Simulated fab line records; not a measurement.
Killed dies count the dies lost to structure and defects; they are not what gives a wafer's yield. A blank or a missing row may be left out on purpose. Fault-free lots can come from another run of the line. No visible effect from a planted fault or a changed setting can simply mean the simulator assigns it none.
Split-lot experiment + flow n5Finfet + 39 wafers read from 7 lots, route of 1938 steps

## THE SPLIT
At N5_BEOL_M3_TRENCH_ETCH_37 (etches SiOC in C4F6/O2, target depth 55.555 nm, time 29.2 s), the setting targetDepthA was moved away from the recipe's 555.55 angstrom on 12 of the 39 wafers read, by -23.8% to +58.8%. For the rest of the wafers, this setting stayed at what the recipe calls for.

## FROM THE SPLIT TO THE READING: what the file shows between them, 2 steps
- N5_BEOL_M3_ETCH_41: etches SiCN in CH3F/O2, target depth 29.9 nm, time 52.5 s
- N5_BEOL_M3_STRIP_97: strips in N2/H2, time 10 s

## THE READING
trenchDepthNm, in nm, at N5_BEOL_M3_OCD_MEAS_38. A value of 55.4 nm with a standard deviation of 0.91 nm is what fault-free wafers of this fab line usually give.

| wafer  | tool, chamber at the split | targetDepthA as run, angstrom | against the recipe | trenchDepthNm, nm | against lot-mates on the recipe |
|--------|----------------------------|-------------------------------|--------------------|-------------------|---------------------------------|
| L076.1 | rieDiel-03, 2              | 555.55                        | recipe             | 55.5              | -                               |
| L076.2 | rieDiel-03, 1              | 555.55                        | recipe             | 54.7              | -                               |
| L076.3 | rieDiel-03, 0              | 711.9                         | +28.1%             | 71.5              | +16.3                           |
| L076.4 | rieDiel-03, 0              | 555.55                        | recipe             | 55.5              | -                               |
| L076.5 | rieDiel-03, 1              | 711.9                         | +28.1%             | 70.8              | +15.6                           |
| L076.6 | rieDiel-03, 2              | 711.9                         | +28.1%             | 71.3              | +16.1                           |
| L078.1 | rieDiel-03, 0              | 882.1                         | +58.8%             | 87.1              | +32.7                           |
| L078.2 | rieDiel-03, 1              | 555.55                        | recipe             | 54.1              | -                               |
| L078.3 | rieDiel-03, 2              | 555.55                        | recipe             | 54.9              | -                               |
| L078.4 | rieDiel-03, 2              | 555.55                        | recipe             | 54.2              | -                               |
| L078.5 | rieDiel-03, 1              | 882.1                         | +58.8%             | 85.7              | +31.3                           |
| L078.6 | rieDiel-03, 0              | 882.1                         | +58.8%             | 86.9              | +32.5                           |
| L082.1 | rieDiel-04, 2              | 555.55                        | recipe             | 55.0              | -                               |
| L082.2 | rieDiel-04, 0              | 555.55                        | recipe             | 55.5              | -                               |
| L082.3 | rieDiel-04, 2              | 555.55                        | recipe             | 55.0              | -                               |
| L082.4 | rieDiel-04, 0              | 555.55                        | recipe             | 55.1              | -                               |
| L082.5 | rieDiel-04, 0              | 555.55                        | recipe             | 55.1              | -                               |
| L082.6 | rieDiel-04, 2              | 555.55                        | recipe             | 53.8              | -                               |
| L085.4 | rieDiel-04, 1              | 555.55                        | recipe             | 54.5              | -                               |
| L085.5 | rieDiel-04, 3              | 555.55                        | recipe             | 54.0              | -                               |
| L085.6 | rieDiel-04, 0              | 555.55                        | recipe             | 55.3              | -                               |
| L087.1 | rieDiel-03, 1              | 710.3                         | +27.9%             | 69.8              | +13.3                           |
| L087.2 | rieDiel-03, 2              | 555.55                        | recipe             | 58.1              | -                               |
| L087.3 | rieDiel-03, 0              | 710.3                         | +27.9%             | 70.0              | +13.5                           |
| L087.4 | rieDiel-03, 3              | 710.3                         | +27.9%             | 71.5              | +15.0                           |
| L087.5 | rieDiel-03, 0              | 555.55                        | recipe             | 55.2              | -                               |
| L087.6 | rieDiel-03, 3              | 555.55                        | recipe             | 56.1              | -                               |
| L093.1 | rieDiel-05, 1              | 555.55                        | recipe             | 55.7              | -                               |
| L093.2 | rieDiel-05, 0              | 555.55                        | recipe             | 56.1              | -                               |
| L093.3 | rieDiel-05, 3              | 555.55                        | recipe             | 56.0              | -                               |
| L093.4 | rieDiel-05, 2              | 555.55                        | recipe             | 56.5              | -                               |
| L093.5 | rieDiel-05, 1              | 555.55                        | recipe             | 56.9              | -                               |
| L093.6 | rieDiel-05, 0              | 555.55                        | recipe             | 56.1              | -                               |
| L095.1 | rieDiel-04, 2              | 555.55                        | recipe             | 55.1              | -                               |
| L095.2 | rieDiel-04, 3              | 555.55                        | recipe             | 55.3              | -                               |
| L095.3 | rieDiel-04, 0              | 555.55                        | recipe             | 55.1              | -                               |
| L095.4 | rieDiel-04, 1              | 423.3                         | -23.8%             | 41.2              | -14.0                           |
| L095.5 | rieDiel-04, 3              | 423.3                         | -23.8%             | 42.2              | -13.0                           |
| L095.6 | rieDiel-04, 0              | 423.3                         | -23.8%             | 41.7              | -13.5                           |

FIT RESULTS
A straight line over all 39 wafers: trenchDepthNm changes by +0.542 nm for each +1% of targetDepthA; r = +1.00; the points scatter about the line by 0.9 nm.
The same after taking each lot's own level away (the mean of its wafers on the recipe; 39 wafers): +0.547 nm for each +1%; r = +1.00; scatter 0.71 nm.
Per that fit: largest targetDepthA move, reading shift of 32 nm.
The span of the lots' own levels, 54.40 to 56.47 nm, comes to 2.3 times the standard deviation stated above.
So the lot-to-lot level changes the slope little: the two slopes agree.
Check: for one of the wafers moved furthest among these (+58.8%), held out of the fit, the line's prediction against its lot-mates is +31.9 nm. Against them it came out at +32.7 nm.

## THE WHOLE CHAIN: every reading that the file lists as answering this split, in the file's order
| step                      | what it does                                                | reading                                                                         | change (the file's fit)                | r (the file's) |
|---------------------------|-------------------------------------------------------------|---------------------------------------------------------------------------------|----------------------------------------|----------------|
| N5_BEOL_M3_TRENCH_ETCH_37 | etches SiOC in C4F6/O2, target depth 55.555 nm, time 29.2 s | BEOL_M3.featureDepthNm (the simulator's own value, which no gauge read)         | +0.547 nm for each +1% of the setting  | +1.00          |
| N5_BEOL_M3_TRENCH_ETCH_37 | etches SiOC in C4F6/O2, target depth 55.555 nm, time 29.2 s | etch.depthNm (the simulator's own value, which no gauge read)                   | +0.548 nm for each +1% of the setting  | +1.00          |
| N5_BEOL_M3_TRENCH_ETCH_37 | etches SiOC in C4F6/O2, target depth 55.555 nm, time 29.2 s | TiN_of_BEOL_M3_HM_DEP_02.thkNm (the simulator's own value, which no gauge read) | -0.0211 nm for each +1% of the setting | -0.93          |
| N5_BEOL_M3_OCD_MEAS_38    |                                                             | trenchDepthNm                                                                   | +0.546 nm for each +1% of the setting  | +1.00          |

## THE FILE'S OWN FIT
trenchDepthNm changes by +0.546 nm for each +1% of targetDepthA, r = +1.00.
